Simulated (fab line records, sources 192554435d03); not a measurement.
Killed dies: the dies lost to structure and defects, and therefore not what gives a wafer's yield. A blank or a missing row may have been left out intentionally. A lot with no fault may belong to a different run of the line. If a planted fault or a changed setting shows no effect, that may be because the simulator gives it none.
Split-lot study | flow n5_finfet | 7 lots, 39 wafers read, on a route of 1938 steps

== THE SPLIT ITSELF ==
At N5_MOL_CONTACT_COAG_EXPOSE_81 (exposes mask VG, defocus 0 nm), the setting dose_mj was moved away from the recipe's 59.5 on 9 of the 39 wafers read, by -4.9% to +7.3%. The other wafers ran this setting at the recipe's value.

== FROM THE SPLIT TO THE READING: what the file shows between them, 5 steps ==
- N5_MOL_CONTACT_COAG_PEB_82: peb time 60 s
- N5_MOL_CONTACT_COAG_DEVELOP_83: develop time 30 s
- N5_MOL_CONTACT_COAG_CD_MEAS_84: target cd 25.1 nm
- N5_MOL_CONTACT_COAG_PRECLEAN_144: cleans in alkaline clean, time 60 s
- N5_MOL_CONTACT_COAG_SRD_145: time 30 s

== THE READING ==
Shown in nm: cd_nm at N5_MOL_CONTACT_COAG_CD_MEAS_137, with target cd 16 nm. Typical for fault-free wafers on this fab line: 15.97 nm, with standard deviation 0.28 nm.

wafer  | tool, chamber at the split | dose_mj as run | against the recipe | cd_nm, nm | against lot-mates on the recipe
L075.1 | euv_scanner-01, 0          | 59.5           | recipe             | 15.68     | -
L075.2 | euv_scanner-01, 0          | 59.5           | recipe             | 16.06     | -
L075.3 | euv_scanner-01, 0          | 59.5           | recipe             | 15.91     | -
L075.4 | euv_scanner-01, 0          | 59.5           | recipe             | 15.85     | -
L075.5 | euv_scanner-01, 0          | 59.5           | recipe             | 15.87     | -
L075.6 | euv_scanner-01, 0          | 59.5           | recipe             | 15.77     | -
L079.1 | euv_scanner-02, 0          | 59.5           | recipe             | 15.84     | -
L079.2 | euv_scanner-02, 0          | 59.5           | recipe             | 16.10     | -
L079.3 | euv_scanner-02, 0          | 59.5           | recipe             | 15.66     | -
L079.4 | euv_scanner-02, 0          | 59.5           | recipe             | 15.86     | -
L079.5 | euv_scanner-02, 0          | 59.5           | recipe             | 15.61     | -
L079.6 | euv_scanner-02, 0          | 59.5           | recipe             | 15.63     | -
L084.2 | euv_scanner-01, 0          | 59.5           | recipe             | 15.99     | -
L084.5 | euv_scanner-01, 0          | 59.5           | recipe             | 16.07     | -
L084.6 | euv_scanner-01, 0          | 59.5           | recipe             | 16.32     | -
L088.1 | euv_scanner-01, 0          | 59.5           | recipe             | 15.95     | -
L088.2 | euv_scanner-01, 0          | 62.34          | +4.8%              | 16.92     | +0.97
L088.3 | euv_scanner-01, 0          | 62.34          | +4.8%              | 16.95     | +1.00
L088.4 | euv_scanner-01, 0          | 59.5           | recipe             | 15.86     | -
L088.5 | euv_scanner-01, 0          | 62.34          | +4.8%              | 17.07     | +1.12
L088.6 | euv_scanner-01, 0          | 59.5           | recipe             | 16.05     | -
L089.1 | euv_scanner-01, 0          | 59.5           | recipe             | 15.68     | -
L089.2 | euv_scanner-01, 0          | 59.5           | recipe             | 16.10     | -
L089.3 | euv_scanner-01, 0          | 59.5           | recipe             | 15.54     | -
L089.4 | euv_scanner-01, 0          | 59.5           | recipe             | 16.14     | -
L089.5 | euv_scanner-01, 0          | 59.5           | recipe             | 15.85     | -
L089.6 | euv_scanner-01, 0          | 59.5           | recipe             | 16.21     | -
L096.1 | euv_scanner-01, 0          | 63.85          | +7.3%              | 17.82     | +2.09
L096.2 | euv_scanner-01, 0          | 63.85          | +7.3%              | 17.46     | +1.73
L096.3 | euv_scanner-01, 0          | 59.5           | recipe             | 15.87     | -
L096.4 | euv_scanner-01, 0          | 63.85          | +7.3%              | 17.41     | +1.68
L096.5 | euv_scanner-01, 0          | 59.5           | recipe             | 15.96     | -
L096.6 | euv_scanner-01, 0          | 59.5           | recipe             | 15.35     | -
L091.1 | euv_scanner-02, 0          | 56.56          | -4.9%              | 14.84     | -1.18
L091.2 | euv_scanner-02, 0          | 59.5           | recipe             | 16.12     | -
L091.3 | euv_scanner-02, 0          | 59.5           | recipe             | 16.13     | -
L091.4 | euv_scanner-02, 0          | 56.56          | -4.9%              | 14.96     | -1.06
L091.5 | euv_scanner-02, 0          | 56.56          | -4.9%              | 15.03     | -0.99
L091.6 | euv_scanner-02, 0          | 59.5           | recipe             | 15.81     | -

FIT RESULTS
A straight line over all 39 wafers: cd_nm changes by +0.218 nm for each +1% of dose_mj; r = +0.95; the points scatter about the line by 0.21 nm.
The same after taking each lot's own level away (the mean of its wafers on the recipe; 39 wafers): +0.234 nm for each +1%; r = +0.96; scatter 0.18 nm.
That fit puts the effect of the largest move of dose_mj on the reading at 1.7 nm.
The span of the lots' own levels, 15.727 to 16.127 nm, comes to 1.4 times the standard deviation stated above.
Hence the lot-to-lot level has little effect on the slope; both slopes agree.
Check: for one of the wafers moved furthest among these (+7.3%), held out of the fit, the line's prediction against its lot-mates is +1.64 nm. It came out at +2.09 nm against them.

== THE WHOLE CHAIN: every reading that the file lists as answering this split, in the file's order ==
step                            | what it does      | reading | change (the file's fit)               | r (the file's)
N5_MOL_CONTACT_COAG_CD_MEAS_84  | target cd 25.1 nm | cd_nm   | +0.227 nm for each +1% of the setting | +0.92
N5_MOL_CONTACT_COAG_CD_MEAS_137 | target cd 16 nm   | cd_nm   | +0.235 nm for each +1% of the setting | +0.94

== THE FILE'S OWN FIT ==
cd_nm changes by +0.235 nm for each +1% of dose_mj, r = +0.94.
